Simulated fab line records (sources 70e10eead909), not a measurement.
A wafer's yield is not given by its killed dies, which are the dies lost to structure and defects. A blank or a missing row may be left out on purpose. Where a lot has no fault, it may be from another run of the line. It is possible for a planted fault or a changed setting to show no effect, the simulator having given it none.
fab line records	flow nand_harc
record lots=13	wafers=38	last_day=34
route steps=1302 shown P_M1@306 P_M2@323 END@1302
lots with no fault: from the same line, run without faults
start_h: start of the lot's first displayed wafer, in hours after the record's first day	wait_h: how many hours have passed since the lot's step before this one	" same as the row above	L1.1+2: a single row standing in for several wafers	- no value, or no start was given	* or withheld: withheld	< > ~ a bound
route shown NAME@n: NAME is a module with steps in the file, n the number in the route of the first one	usual: mean and standard deviation over wafers with no fault	same: alike in all rows	chamber/n: place in a boat	sites: per-site readings	_std_site: the values' standard deviation	_edge_site: outer sites' mean less inner sites'	radius_mm: for every site, how far away it sits from the centre of the wafer	mask NAME#n: copy n	behind: the most recent tool/chamber to have shaped the wafer	hold: reason for holding the lot/hours on hold/outcome of the hold	device: transistor that didn't switch, given as n, p or np	end of line: tests of these same wafers at the route's end	where a step has no rows: the recipe by itself	killed: the dies lost at the first sort to structure and to defects; this is not the yield of the wafer	map: a wafer's dies, marking killed ones x, the rest . and places with no die _
set.NAME: the run value of the setting; set.NAME@STEP: its run value at that earlier step	model.NAME: the simulator's own value behind a step, which no gauge read
a sample of lots followed through the steps of the route, with each step as a table and each wafer as a row
services: a tool's chamber out of use, with start hour (start_h, from the record's first day; less than 0 if before it), hours out, and reason
## steps
# step NHARC_P_M1_PRE_CLEAN_30
# recipe time_s=30	temp_c=280	gas=H2/He
# usual heater_power_w=392/27	susceptor_temp_C=280.02/0.18
lot.wafer	tool	chamber	start_h	wait_h	heater_power_w	susceptor_temp_C
L589.1	pvd_sputter-01	-	-	-	352	-
L589.2	"	-	"	"	401	-
L589.4	"	-	"	"	426	-
L588.4	pvd_sputter-03	-	-	-	447	279.98
L588.1	"	-	"	"	372	280.15
L588.3	"	-	"	"	432	280.18
L590.2	pvd_sputter-02	-	-	-	367	279.89
L590.1	"	-	"	"	422	279.84
L590.6	"	-	"	"	390	280.06
L592.2	pvd_sputter-02	-	-	-	378	279.80
L592.3	"	-	"	"	382	280.06
L592.5	"	-	"	"	394	280.12
L593.3	pvd_sputter-03	-	-	-	389	280.04
L593.4	"	-	"	"	455	279.98
L593.6	"	-	"	"	394	280.17
L594.4	pvd_sputter-03	-	-	-	387	280.01
L594.5	"	-	"	"	384	280.01
L594.6	"	-	"	"	400	280.39
L596.2	pvd_sputter-01	-	-	-	363	279.91
L596.3	"	-	"	"	361	280.09
L596.5	"	-	"	"	369	280.24
L597.3	pvd_sputter-03	-	-	-	400	279.77
L597.1	"	-	"	"	386	279.97
L597.5	"	-	"	"	423	279.98
L604.2	pvd_sputter-01	-	-	-	415	-
L604.5	"	-	"	"	361	-
L608.4	pvd_sputter-02	-	-	-	408	280.01
L608.3	"	-	"	"	392	279.96
L608.5	"	-	"	"	406	280.06
L609.1	pvd_sputter-01	-	-	-	364	279.92
L609.2	"	-	"	"	405	280.42
L609.5	"	-	"	"	338	280.15
L610.1	pvd_sputter-02	-	-	-	398	280.13
L610.3	"	-	"	"	374	280.32
L610.5	"	-	"	"	409	280.21
L611.3	pvd_sputter-02	-	-	-	401	279.78
L611.2	"	-	"	"	379	279.88
L611.6	"	-	"	"	394	279.59
# step NHARC_P_M1_PVD_20
# recipe target_thk_a=50	bias_v=168.6	power_w=15000	chamber_pressure_pa=0.12	time_s=8.06	substrate_temp_c=50	material=TaN
# usual throttle_valve_pct=29.8/0.89
lot.wafer	tool	chamber	start_h	wait_h	throttle_valve_pct
L589.1	pvd_sputter-01	-	-	-	29.7
L589.2	"	-	"	"	28.4
L589.4	"	-	"	"	29.2
L588.3	pvd_sputter-03	-	-	-	30.8
L588.1	"	-	"	"	31.0
L588.4	"	-	"	"	29.0
L590.1	pvd_sputter-02	-	-	-	31.1
L590.2	"	-	"	"	30.3
L590.6	"	-	"	"	30.2
L592.3	pvd_sputter-02	-	-	-	30.3
L592.2	"	-	"	"	31.0
L592.5	"	-	"	"	29.7
L593.4	pvd_sputter-03	-	-	-	28.1
L593.3	"	-	"	"	28.5
L593.6	"	-	"	"	29.3
L594.4	pvd_sputter-03	-	-	-	28.1
L594.6	"	-	"	"	29.9
L594.5	"	-	"	"	28.1
L596.3	pvd_sputter-01	-	-	-	28.9
L596.2	"	-	"	"	29.3
L596.5	"	-	"	"	29.9
L597.1	pvd_sputter-03	-	-	-	28.2
L597.3	"	-	"	"	29.8
L597.5	"	-	"	"	28.0
L604.2	pvd_sputter-01	-	-	-	30.5
L604.5	"	-	"	"	29.4
L608.4	pvd_sputter-02	-	-	-	31.2
L608.3	"	-	"	"	29.5
L608.5	"	-	"	"	31.3
L609.2	pvd_sputter-01	-	-	-	30.1
L609.1	"	-	"	"	30.5
L609.5	"	-	"	"	30.1
L610.3	pvd_sputter-02	-	-	-	30.4
L610.1	"	-	"	"	29.2
L610.5	"	-	"	"	30.0
L611.2	pvd_sputter-02	-	-	-	31.2
L611.3	"	-	"	"	30.2
L611.6	"	-	"	"	31.1
# step NHARC_P_M1_DEP_33
# recipe target_thk_a=300	temp_c=370	target_thk_nm=30	pressure_torr=3	flow_sccm=200	rf_w=450	material=SiCN
# usual heater_power_w=567/80	susceptor_temp_C=370.01/0.24
lot.wafer	tool	chamber	start_h	wait_h	heater_power_w	susceptor_temp_C
L589.2	pecvd-02	2	143.85	0.1	516	369.79
L589.1	"	0	"	"	714	369.99
L589.4	"	1	"	"	543	369.93
L588.1	pecvd-02	0	145.22	0.1	619	370.20
L588.3	"	2	"	"	559	369.98
L588.4	"	0	"	"	618	369.85
L590.2	pecvd-04	2	162.07	0.1	617	370.01
L590.1	"	0	"	"	534	370.00
L590.6	"	1	"	"	473	369.99
L592.3	pecvd-03	2	174.53	0.1	578	370.02
L592.2	"	0	"	"	443	369.97
L592.5	"	0	"	"	431	369.84
L593.3	pecvd-02	0	188.69	0.1	670	370.32
L593.6	"	2	"	"	487	369.83
L593.4	"	0	"	"	666	370.14
L594.5	pecvd-04	1	190.94	0.2	466	370.17
L594.6	"	2	"	"	585	370.05
L594.4	"	0	"	"	658	370.17
L596.2	pecvd-04	1	210.21	0.1	499	369.95
L596.3	"	1	"	"	502	370.19
L596.5	"	1	"	"	506	370.13
L597.3	pecvd-02	0	215.13	0.1	682	369.29
L597.1	"	1	"	"	572	369.94
L597.5	"	1	"	"	582	370.12
L604.2	pecvd-04	0	296.22	0.1	627	370.35
L604.5	"	1	"	"	499	369.79
L608.3	pecvd-04	0	324.69	0.1	541	369.81
L608.5	"	2	"	"	548	370.08
L608.4	"	1	"	"	465	369.94
L609.1	pecvd-04	1	336.31	0.1	532	369.90
L609.2	"	2	"	"	629	370.04
L609.5	"	2	"	"	638	370.23
L610.3	pecvd-04	0	350.01	0.1	558	370.15
L610.1	"	1	"	"	508	370.06
L610.5	"	2	"	"	608	370.24
L611.2	pecvd-04	0	365.14	0.1	602	370.00
L611.3	"	2	"	"	542	370.57
L611.6	"	2	"	"	554	369.96
# step NHARC_P_M2_SOFTBAKE_04
# recipe temp_c=105	time_s=55
# usual heater_power_total_W=188.44/0.14
lot.wafer	tool	chamber	start_h	wait_h	heater_power_total_W
L589.1	litho_track-01	0	144	-	188.55
L589.2	"	0	"	"	188.56
L589.4	"	0	"	"	188.72
L588.1	litho_track-01	0	146	-	188.34
L588.3	"	0	"	"	188.70
L588.4	"	0	"	"	188.38
L590.1	litho_track-06	0	162	-	188.66
L590.2	"	0	"	"	188.40
L590.6	"	0	"	"	188.37
L592.2	litho_track-01	0	175	-	188.48
L592.3	"	0	"	"	188.45
L592.5	"	0	"	"	188.36
L593.3	litho_track-04	0	189	-	188.29
L593.4	"	0	"	"	188.37
L593.6	"	0	"	"	188.43
L594.4	litho_track-01	0	191	-	188.66
L594.5	"	0	"	"	188.32
L594.6	"	0	"	"	188.41
L596.2	litho_track-01	0	211	-	188.45
L596.3	"	0	"	"	188.37
L596.5	"	0	"	"	188.53
L597.1	litho_track-06	0	215	-	188.37
L597.3	"	0	"	"	188.80
L597.5	"	0	"	"	188.51
L604.2	litho_track-01	0	296	-	188.45
L604.5	"	0	"	"	322.92
L608.3	litho_track-06	0	325	-	188.36
L608.4	"	0	"	"	188.39
L608.5	"	0	"	"	188.49
L609.1	litho_track-04	0	337	-	188.29
L609.2	"	0	"	"	188.47
L609.5	"	0	"	"	188.75
L610.1	litho_track-06	0	350	-	188.32
L610.3	"	0	"	"	188.42
L610.5	"	0	"	"	188.34
L611.2	litho_track-06	0	365	-	188.36
L611.3	"	0	"	"	188.36
L611.6	"	0	"	"	188.29
# step NHARC_END_SORT_01
# recipe temp_c=25
# usual defect_limited_yield=91.9/2.7	killed_at_array=50/18	killed_at_other=0.8/1.1	killed_at_periphery=4.1/2.9	killed_dies=55/18	killed_open=3.5/1.9	killed_short=2.4/1.5	sort_bin_2_pct=2.8/1.2	sort_bin_3_pct=0.6/0.37	sort_bin_4_pct=4.7/1.5	sort_n_pass=622/18	sort_rim_yield_pct=90/4.4	sort_yield_pct=91.9/2.7
# same gross_dies=677	sort_bin_5_pct[%]=0	sort_bin_6_pct[%]=0	sort_bin_7_pct[%]=0	sort_bin_8_pct[%]=0	sort_rim_n_gross=106.00
lot.wafer	tool	chamber	start_h	wait_h	defect_limited_yield[%]	killed_at_array	killed_at_other	killed_at_periphery	killed_dies	killed_open	killed_short	sort_bin_2_pct[%]	sort_bin_3_pct[%]	sort_bin_4_pct[%]	sort_n_pass	sort_rim_yield_pct[%]	sort_yield_pct[%]
L592.2	prober-01	0	619.72	2.8	95.0	28	1	5	34	4	4	1.2	0.4	3.4	643	95	95.0
L592.3	prober-01	0	620.51	3.1	95.3	22	0	10	32	5	1	1.2	0.1	3.4	645	97	95.3
L592.5	prober-01	0	622.11	3.7	95.7	21	0	8	29	5	2	1.6	0.1	2.5	648	95	95.7
L596.2	prober-02	0	647.51	2.8	90.7	59	0	4	63	6	5	3.5	0.4	5.3	614	87	90.7
L596.3	prober-02	0	648.31	3.1	91.0	56	2	3	61	1	3	3.4	0.9	4.7	616	88	91.0
L596.5	prober-02	0	649.91	3.7	90.5	59	1	4	64	8	3	3.1	0.6	5.8	613	82	90.5
L604.2	prober-02	0	737.34	2.8	89.5	53	0	18	71	6	2	4.9	0.6	5.0	606	88	89.5
L604.5	prober-02	0	739.71	3.7	90.3	54	2	10	66	4	4	3.7	1.0	5.0	611	88	90.3
# killed by level:class
L592.2 A_CHANNEL_HOLE_D2:chamber_film_flake=9 A_CHANNEL_HOLE_D1:chamber_film_flake=6 P_GATE:chamber_film_flake=4 A_STAIRCASE:chamber_film_flake=3 A_ONON_D1:geometric_particle:short=1 A_DECK1_JOINT:geometric_particle:open=1 A_DECK1_JOINT:geometric_particle:short=1 A_ONON_D2:geometric_particle:short=1
L592.3 A_CHANNEL_HOLE_D2:chamber_film_flake=14 P_GATE:chamber_film_flake=5 P_M0:geometric_particle:open=2 P_BONDPAD:chamber_film_flake=2 A_CHANNEL_HOLE_D1:chamber_film_flake=2 P_M1:geometric_particle:open=1 A_SOURCE_PLATE:geometric_particle:open=1 A_ONON_D1:geometric_particle:open=1
L592.5 A_CHANNEL_HOLE_D2:chamber_film_flake=8 P_GATE:chamber_film_flake=4 A_CHANNEL_HOLE_D1:chamber_film_flake=3 A_STAIRCASE:chamber_film_flake=3 P_M0:geometric_particle:open=2 A_BLC:geometric_particle:open=2 P_M2:geometric_particle:open=1 A_SOURCE_PLATE:geometric_particle:short=1
L596.2 A_CHANNEL_HOLE_D1:chamber_film_flake=23 A_CHANNEL_HOLE_D2:chamber_film_flake=15 A_CONTACT:chamber_film_flake=6 A_STAIRCASE:chamber_film_flake=3 A_WL_FILL:chamber_film_flake=2 P_STI:geometric_particle:short=1 P_CONTACT:geometric_particle:short=1 P_M0:geometric_particle:open=1
L596.3 A_CHANNEL_HOLE_D1:chamber_film_flake=27 A_CHANNEL_HOLE_D2:chamber_film_flake=11 A_CONTACT:chamber_film_flake=10 A_STAIRCASE:chamber_film_flake=4 THIN_TSV:chamber_film_flake=2 P_CONTACT:geometric_particle:open=1 P_M2:geometric_particle:short=1 A_CHANNEL_FILL_D1:geometric_particle:short=1
L596.5 A_CHANNEL_HOLE_D1:chamber_film_flake=23 A_CHANNEL_HOLE_D2:chamber_film_flake=19 A_CONTACT:chamber_film_flake=6 P_STI:geometric_particle:open=2 A_CHANNEL_FILL_D1:geometric_particle:short=2 A_CHANNEL_FILL_D1:geometric_particle:open=2 A_ONON_D1:geometric_particle:open=1 A_CHANNEL_FILL_D2:geometric_particle:open=1
L604.2 A_SLIT:chamber_film_flake=28 P_GATE:chamber_film_flake=8 A_CHANNEL_HOLE_D2:chamber_film_flake=8 A_CHANNEL_HOLE_D1:chamber_film_flake=6 P_STI:chamber_film_flake=4 A_SGD_CUT:chamber_film_flake=4 P_CONTACT:geometric_particle:open=2 P_M0:geometric_particle:short=2
L604.5 A_SLIT:chamber_film_flake=23 A_CHANNEL_HOLE_D2:chamber_film_flake=15 P_GATE:chamber_film_flake=4 A_CHANNEL_HOLE_D1:chamber_film_flake=4 A_CONTACT:chamber_film_flake=4 P_BONDPAD:chamber_film_flake=2 A_SGD_CUT:chamber_film_flake=2 A_WL_FILL:chamber_film_flake=2
## services
tool	chamber	start_h	hours	kind
pecvd-03	-	135.37	1.5	repair
pvd_sputter-03	-	153.83	7.6	repair
pecvd-04	-	158.54	2.2	repair
pvd_sputter-03	-	170.00	10.0	pm
litho_track-06	-	179.00	7.0	pm
pvd_sputter-02	-	182.06	2.1	repair
pecvd-03	-	185.31	13.0	pm
pvd_sputter-01	-	187.27	10.6	repair
litho_track-04	-	203.00	7.0	pm
pecvd-04	2	204.97	5.7	repair
pvd_sputter-03	-	222.02	7.3	repair
pvd_sputter-01	-	226.00	10.0	pm
pecvd-02	-	227.11	13.0	pm
pecvd-04	-	269.06	13.0	pm
pecvd-04	0	269.06	13.0	vent_cycle
pvd_sputter-02	-	282.00	10.0	pm
pvd_sputter-01	-	282.81	4.6	repair
pvd_sputter-03	-	316.63	3.9	repair
pecvd-03	2	326.93	5.9	repair
litho_track-01	-	330.01	7.0	pm
pecvd-03	-	330.68	2.4	repair
pvd_sputter-01	-	342.44	34.1	repair
pvd_sputter-03	-	348.00	10.0	pm
litho_track-06	-	354.00	7.0	pm
## key
first_sign step=NHARC_P_M2_SOFTBAKE_04	reading=heater_power_total_W	direction=up	sigmas=99+	usual=*	struck=*
effect none on later readings
met_at NHARC_P_M2_SOFTBAKE_04
struck_lots L604
struck_wafers L604.5
not_acting_at NHARC_P_M1_PRE_CLEAN_30,NHARC_P_M1_PVD_20,NHARC_P_M1_DEP_33
onset_between 211 296
fault kind=process_parameter_drift	tool=litho_track-01	chamber=-	onset_h=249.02	steps=NHARC_P_M2_SOFTBAKE_04	channel=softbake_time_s	offset=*	shape=step	end_h=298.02	scope=struck_wafers_only	acts_in=*	stated=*
